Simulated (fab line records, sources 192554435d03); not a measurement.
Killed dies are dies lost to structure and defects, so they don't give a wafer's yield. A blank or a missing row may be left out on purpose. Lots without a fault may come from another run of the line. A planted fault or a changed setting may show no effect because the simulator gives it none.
fab line records | flow n5_finfet
record lots=10 wafers=30 last_day=16
route steps=1938 shown BEOL_M14@1756 BEOL_M15@1787
lots that met no fault: from a run of the same line without faults
start_h: hours from the record's first day to the start of the lot's first wafer shown | wait_h: hours since the lot's step before | " the same as in the row above | L1.1+2: a row that stands for several wafers | - no value, or no start given | * or withheld: withheld | < > ~ a bound
route shown NAME@n: a module of which the file shows steps, and the number in the route of the first | usual: mean/standard deviation of fault-free wafers | same: alike in all rows | chamber/n: place in a boat | sites: the reading at each site | _std_site: their standard deviation | _edge_site: outer sites' mean less inner sites' | radius_mm: how far each site lies from the wafer's centre | mask NAME#n: copy n | behind: the tool/chamber that last shaped the wafer | hold: why the lot was held/for how many hours/how that ended | device: the transistor (n, p or np) that didn't switch | end of line: the same wafers' tests at the end of the route | a step without rows: its recipe alone | killed: dies lost to structure and defects at the first sort, not the wafer's yield | map: a wafer's dies, x killed, . not, _ none there
set.NAME: the setting as run; set.NAME@STEP: as run at that earlier step | model.NAME: the simulator's own value behind a step, which no gauge read
steps of the route over a sample of lots; a table a step, a row a wafer
services: from which hour (start_h, from the record's first day; less than 0 if before it) a tool's chamber was out of use, for how many hours, and why
## steps
# step N5_BEOL_M14_STRIP_37
# recipe chemistry=O2 power_w=600 temp_c=60 pressure_mtorr=30 rf_frequency_hz=6e+07 bias_power_w=0 overash_fraction=0.3 o2_flow_sccm=225
# usual drypump_motor_current_A=5.7/0.49 oes_product_au=0.80/0.082 rf_vpp_V=3.7/0.93 showerhead_plenum_p_Torr=2.13/0.085 throttle_valve_pct=16.62/0.21
# columns lot.wafer tool chamber start_h wait_h drypump_motor_current_A oes_product_au rf_hours_counter_h rf_vpp_V showerhead_plenum_p_Torr throttle_valve_pct
L201.1 rie_diel-04 3 250.39 0.5 5.0 0.72 205 3.4 1.99 16.78
L201.2 " 0 " " 5.5 0.87 42 2.5 2.22 16.61
L201.4 " 2 " " 5.1 0.82 65 2.9 2.17 16.24
L200.3 rie_diel-04 2 254.11 2.4 5.1 0.80 66 3.1 2.17 16.25
L200.4 " 1 " " 5.9 0.89 36 3.9 2.05 16.54
L200.6 " 0 " " 5.5 0.86 - 3.9 2.22 16.65
L202.1 rie_diel-01 3 260.49 1.6 5.7 0.69 225 4.0 2.12 16.61
L202.2 " 0 " " 6.5 0.78 108 3.9 2.15 16.68
L202.5 " 3 " " 5.7 0.70 - 3.3 2.12 16.59
L206.2 rie_diel-03 3 278.48 0.7 5.6 0.65 250 3.3 2.12 17.05
L206.3 " 0 " " 6.2 0.67 230 4.2 2.16 17.08
L206.6 " 1 " " 5.2 0.83 - 4.5 2.20 16.42
L205.1 rie_diel-04 3 279.37 0.9 5.0 0.70 214 5.8 1.99 16.78
L205.2 " 1 " " 5.8 0.86 46 4.4 2.04 16.55
L205.4 " 0 " " 5.5 0.85 53 4.0 2.22 16.65
L207.1 rie_diel-03 0 284.12 0.5 6.3 0.68 232 3.1 2.16 17.08
L207.2 " 1 " " 5.2 0.81 99 4.2 2.20 16.45
L207.6 " 0 " " 6.3 0.70 - 4.9 2.16 17.05
L209.2 rie_diel-01 1 299.85 0.0 5.7 0.68 249 4.1 1.99 16.84
L209.4 " 1 " " 5.8 0.67 - 4.0 1.99 16.78
L209.5 " 0 " " 6.5 0.78 - 2.8 2.14 16.69
L216.2 rie_diel-04 3 349.30 1.6 5.0 0.69 237 2.3 1.98 16.80
L216.3 " 1 " " 5.9 0.82 69 3.8 2.04 16.60
L216.5 " 2 " " 5.1 0.77 - 4.2 2.16 16.29
L217.2 rie_diel-04 3 349.46 1.3 5.0 0.68 237 2.7 1.98 16.85
L217.4 " 0 " " 5.5 0.83 75 3.1 2.21 16.71
L217.5 " 1 " " 5.8 0.84 - 2.9 2.04 16.61
L218.1 rie_diel-04 1 359.40 0.1 5.8 0.86 73 2.4 2.04 16.61
L218.5 " 0 " " 5.5 0.82 - 3.3 2.21 16.71
L218.6 " 1 " " 5.8 0.85 - 6.2 2.04 16.62
# step N5_BEOL_M14_DEGAS_41
# recipe ambient=vacuum temp_c=300 time_s=60
# usual heater_power_w=447/55
# columns lot.wafer tool chamber start_h wait_h heater_power_w
L201.1 pvd_sputter-01 - 250.76 0.1 501
L201.2 " - " " 416
L201.4 " - " " 473
L200.3 pvd_sputter-02 - 254.95 0.6 488
L200.4 " - " " 399
L200.6 " - " " 483
L202.1 pvd_sputter-03 - 262.24 1.5 420
L202.2 " - " " 599
L202.5 " - " " 487
L206.2 pvd_sputter-02 - 279.12 0.4 490
L206.3 " - " " 383
L206.6 " - " " 391
L205.1 pvd_sputter-02 - 280.04 0.4 497
L205.2 " - " " 410
L205.4 " - " " 404
L207.1 pvd_sputter-02 - 284.94 0.6 387
L207.2 " - " " 391
L207.6 " - " " 412
L209.2 pvd_sputter-02 - 300.26 0.2 386
L209.4 " - " " 492
L209.5 " - " " 498
L216.2 pvd_sputter-03 - 349.88 0.3 440
L216.3 " - " " 486
L216.5 " - " " 488
L217.2 pvd_sputter-01 - 350.02 0.3 416
L217.4 " - " " 400
L217.5 " - " " 408
L218.1 pvd_sputter-01 - 361.27 1.6 414
L218.5 " - " " 397
L218.6 " - " " 505
# step N5_BEOL_M15_ETCH_59
# recipe chemistry=N2/H2 target=BARC target_depth_a=890 overetch_a=267 time_s=67.9 ion_energy_ev=200 pressure_mtorr=30 source_w=840 bias_w=150 n2_flow_sccm=200 h2_flow_sccm=200
# usual drypump_motor_current_A=5.5/0.41 oes_product_au=0.67/0.057 rf_vpp_V=524.0/2.6 run_length_s=91.4/0.5 showerhead_plenum_p_Torr=2.55/0.098 throttle_valve_pct=17.84/0.23
# columns lot.wafer tool chamber start_h wait_h drypump_motor_current_A oes_product_au rf_hours_counter_h rf_vpp_V run_length_s showerhead_plenum_p_Torr throttle_valve_pct
L201.1 rie_diel-05 0 252.94 0.0 6.1 0.70 90 525.9 91.6 2.58 17.80
L201.2 " 1 " " 5.8 0.73 61 525.7 91.4 2.60 18.15
L201.4 " 2 " " 5.1 0.69 88 528.2 91.2 2.69 17.82
L200.3 rie_diel-02 0 257.25 0.0 5.0 0.62 193 524.3 91.4 2.50 17.73
L200.4 " 1 " " 6.0 0.65 170 521.0 92.0 2.41 17.55
L200.6 " 0 " " 5.0 0.62 - 522.9 90.7 2.50 17.73
L202.1 rie_diel-02 2 264.30 0.0 5.9 0.61 226 523.2 91.7 2.50 18.01
L202.2 " 0 " " 5.1 0.62 196 523.3 90.7 2.50 17.75
L202.5 " 2 " " 5.9 0.61 - 523.9 91.5 2.50 18.00
L206.2 rie_diel-05 3 281.40 0.0 5.2 0.70 76 526.4 91.3 2.60 18.02
L206.3 " 1 " " 5.9 0.73 71 524.5 91.0 2.60 18.18
L206.6 " 3 " " 5.1 0.72 - 524.1 91.8 2.60 18.02
L205.1 rie_diel-05 3 282.83 0.0 5.2 0.71 77 524.2 91.4 2.60 18.02
L205.2 " 1 " " 5.8 0.72 71 525.0 91.3 2.60 18.17
L205.4 " 2 " " 5.1 0.69 98 528.2 91.2 2.69 17.83
L207.1 rie_diel-02 0 286.96 0.0 5.1 0.62 204 524.2 91.1 2.50 17.75
L207.2 " 3 " " 5.5 0.62 182 525.9 92.0 2.65 18.15
L207.6 " 0 " " 5.0 0.61 - 523.0 90.8 2.50 17.78
L209.2 rie_diel-06 3 302.42 0.0 5.9 0.65 174 518.8 91.2 2.32 17.53
L209.4 " 0 " " 5.7 0.73 54 524.5 90.8 2.58 17.62
L209.5 " 3 " " 5.9 0.64 - 519.7 91.4 2.32 17.53
L216.2 rie_diel-05 2 351.91 0.0 5.1 0.67 117 527.4 91.4 2.68 17.85
L216.3 " 1 " " 5.8 0.70 92 524.2 90.8 2.59 18.21
L216.5 " 0 " " 6.0 0.74 - 523.7 85.1 2.56 17.88
L217.2 rie_diel-02 3 352.31 0.0 5.5 0.60 201 527.2 91.8 2.64 18.19
L217.4 " 1 " " 6.0 0.63 - 519.7 91.9 2.40 17.58
L217.5 " 0 " " 5.1 0.60 - 523.0 91.5 2.49 17.80
L218.1 rie_diel-05 0 363.30 0.0 6.1 0.73 125 524.8 85.0 2.56 17.87
L218.5 " 3 " " 5.2 0.68 - 524.2 92.0 2.59 18.06
L218.6 " 2 " " 5.1 0.67 - 526.2 91.7 2.68 17.86
# step N5_BEOL_M15_STRIP_63
# recipe chemistry=O2 power_w=600 temp_c=60 pressure_mtorr=30 rf_frequency_hz=6e+07 bias_power_w=0 overash_fraction=0.3 o2_flow_sccm=225
# usual drypump_motor_current_A=5.5/0.4 oes_product_au=0.78/0.064 rf_vpp_V=3.5/0.66 showerhead_plenum_p_Torr=2.10/0.077 throttle_valve_pct=16.61/0.16
# columns lot.wafer tool chamber start_h wait_h drypump_motor_current_A oes_product_au rf_hours_counter_h rf_vpp_V showerhead_plenum_p_Torr throttle_valve_pct
L201.1 rie_diel-05 0 - - 6.0 0.80 91 4.2 2.11 16.58
L201.2 " 1 " " 5.9 0.86 61 4.0 2.14 16.71
L201.4 " 2 " " 5.1 0.81 88 4.3 2.21 16.55
L200.3 rie_diel-02 0 - - 5.1 0.72 194 3.2 2.09 16.77
L200.4 " 1 " " 6.0 0.76 170 3.7 1.99 16.34
L200.6 " 0 " " 5.0 0.73 - 2.5 2.09 16.77
L202.1 rie_diel-02 2 - - 5.9 0.70 226 3.7 2.05 16.79
L202.2 " 0 " " 5.0 0.73 196 3.2 2.09 16.78
L202.5 " 2 " " 5.9 0.70 - 2.9 2.05 16.80
L206.2 rie_diel-05 3 - - 5.2 0.80 76 3.4 2.13 16.62
L206.3 " 1 " " 5.8 0.84 71 3.7 2.14 16.74
L206.6 " 3 " " 5.2 0.79 - 2.7 2.13 16.64
L205.1 rie_diel-05 3 - - 5.2 0.80 77 4.2 2.13 16.63
L205.2 " 1 " " 5.9 0.85 71 3.0 2.14 16.77
L205.4 " 2 " " 5.1 0.80 98 4.1 2.21 16.54
L207.1 rie_diel-02 0 - - 5.0 0.72 204 3.9 2.09 16.81
L207.2 " 3 " " 5.5 0.72 182 4.7 2.16 16.69
L207.6 " 0 " " 5.0 0.72 - 3.6 2.09 16.76
L209.2 rie_diel-06 3 - - 5.9 0.76 174 3.8 1.92 16.39
L209.4 " 0 " " 5.7 0.87 54 4.0 2.11 16.36
L209.5 " 3 " " 5.9 0.76 - 2.8 1.92 16.43
L216.2 rie_diel-05 2 - - 5.1 0.78 117 4.2 2.20 16.59
L216.3 " 1 " " 5.8 0.81 92 3.6 2.13 16.77
L216.5 " 0 " " 6.0 0.78 - 4.2 2.10 16.66
L217.2 rie_diel-02 3 - - 5.4 0.70 201 3.7 2.15 16.71
L217.4 " 1 " " 6.0 0.74 - 2.4 1.98 16.41
L217.5 " 0 " " 5.0 0.71 - 4.3 2.08 16.84
L218.1 rie_diel-05 0 - - 6.0 0.77 126 2.8 2.10 16.65
L218.5 " 3 " " 5.2 0.77 - 2.9 2.12 16.69
L218.6 " 2 " " 5.1 0.75 - 4.1 2.20 16.62
## services
# columns tool chamber start_h hours kind
rie_diel-06 1 237.52 - clean
rie_diel-06 1 237.52 - consumable_replace:focus_ring
rie_diel-06 1 237.52 21.4 scheduled_down
rie_diel-06 1 237.52 21.4 vent_cycle
rie_diel-06 3 272.94 8.2 repair
rie_diel-03 3 280.33 - clean
rie_diel-03 3 280.33 - consumable_replace:focus_ring
rie_diel-03 3 280.33 19.1 scheduled_down
rie_diel-03 3 280.33 19.1 vent_cycle
rie_diel-05 2 292.50 6.9 repair
rie_diel-01 2 299.64 2.8 repair
rie_diel-01 1 302.48 - clean
rie_diel-01 1 302.48 - consumable_replace:focus_ring
rie_diel-06 3 335.24 4.3 repair
pvd_sputter-02 - 335.77 2.8 repair
pvd_sputter-01 - 342.33 3.2 repair
rie_diel-02 2 345.20 - clean
rie_diel-02 2 345.20 - consumable_replace:focus_ring
rie_diel-02 2 345.20 14.0 scheduled_down
rie_diel-02 2 345.20 14.0 vent_cycle
rie_diel-06 1 347.84 8.6 repair
rie_diel-06 - 358.55 0.9 repair
rie_diel-05 1 359.64 5.6 repair
pvd_sputter-02 - 362.69 0.6 repair
## key
first_sign step=N5_BEOL_M15_ETCH_59 reading=run_length_s direction=down sigmas=13 usual=* struck=*
effect none on later readings
met_at N5_BEOL_M15_ETCH_59
struck_lots L216,L218
struck_wafers L216.5,L218.1
not_acting_at N5_BEOL_M14_STRIP_37,N5_BEOL_M14_DEGAS_41,N5_BEOL_M15_STRIP_63
onset_between 252.94 351.91
fault kind=process_parameter_drift tool=rie_diel-05 chamber=0 onset_h=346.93 steps=N5_BEOL_M15_ETCH_59 channel=time_s offset=* shape=step end_h=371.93 acts_in=* stated=*
